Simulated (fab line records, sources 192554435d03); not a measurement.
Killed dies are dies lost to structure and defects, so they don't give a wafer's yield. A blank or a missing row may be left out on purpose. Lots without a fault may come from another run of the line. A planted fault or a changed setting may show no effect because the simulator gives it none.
Chamber matching | flow n5_finfet | N5_DUMMY_GATE_ETCH_42 on rie_diel-04: 4 sister chambers
The step etches SiO2 in CHF3/O2, target depth 3.5 nm, time 31 s. 8 wafers are shown with their chamber, then 11 later ones without.

WAFERS WITH THEIR CHAMBER
wafer  | chamber | drypump_motor_current_A (A) | showerhead_plenum_p_Torr (Torr)
L077.5 | 0       | 6.0                         | 2.49
L082.3 | 0       | 6.0                         | 2.48
L086.4 | 1       | 5.8                         | 2.41
L086.5 | 2       | 5.6                         | 2.57
L088.1 | 2       | 5.6                         | 2.57
L088.2 | 3       | 5.2                         | 2.53
L088.3 | 1       | 5.7                         | 2.41
L090.2 | 3       | 5.2                         | 2.53

WAFERS WITHOUT THEIR CHAMBER
wafer  | drypump_motor_current_A (A) | showerhead_plenum_p_Torr (Torr)
L090.3 | 6.0                         | 2.48
L090.6 | 5.6                         | 2.57
L091.1 | 6.0                         | 2.48
L091.3 | 5.8                         | 2.40
L091.6 | 5.6                         | 2.57
L096.1 | 5.6                         | 2.57
L096.3 | 6.0                         | 2.48
L096.6 | 6.1                         | 2.48
L097.2 | 6.0                         | 2.47
L097.3 | 5.6                         | 2.56
L097.5 | 5.7                         | 2.40

WHICH CHAMBER EACH WENT THROUGH
wafer  | from the rows above | in truth
L090.3 | 0                   | 0
L090.6 | 2                   | 2
L091.1 | 0                   | 0
L091.3 | 1                   | 1
L091.6 | 2                   | 2
L096.1 | 2                   | 2
L096.3 | 0                   | 0
L096.6 | 0                   | 0
L097.2 | 0                   | 0
L097.3 | 2                   | 2
L097.5 | 1                   | 1
Placed correctly: 11 of 11. Can't be placed from these rows: 0. Placed wrongly: 0.
How it was worked out, from the rows above alone: a wafer's distance from a chamber is the root of the sum, over the readings, of the square of ((its reading less the chamber's mean) divided by the reading's scatter). The wafer belongs to the nearest chamber; if the next one is less than 2 further off, it can't be placed. A chamber's mean is the mean of its shown wafers. The scatter: the root of (the sum of the squares of (reading less its chamber's mean) over the shown wafers, divided by (wafers less chambers)).
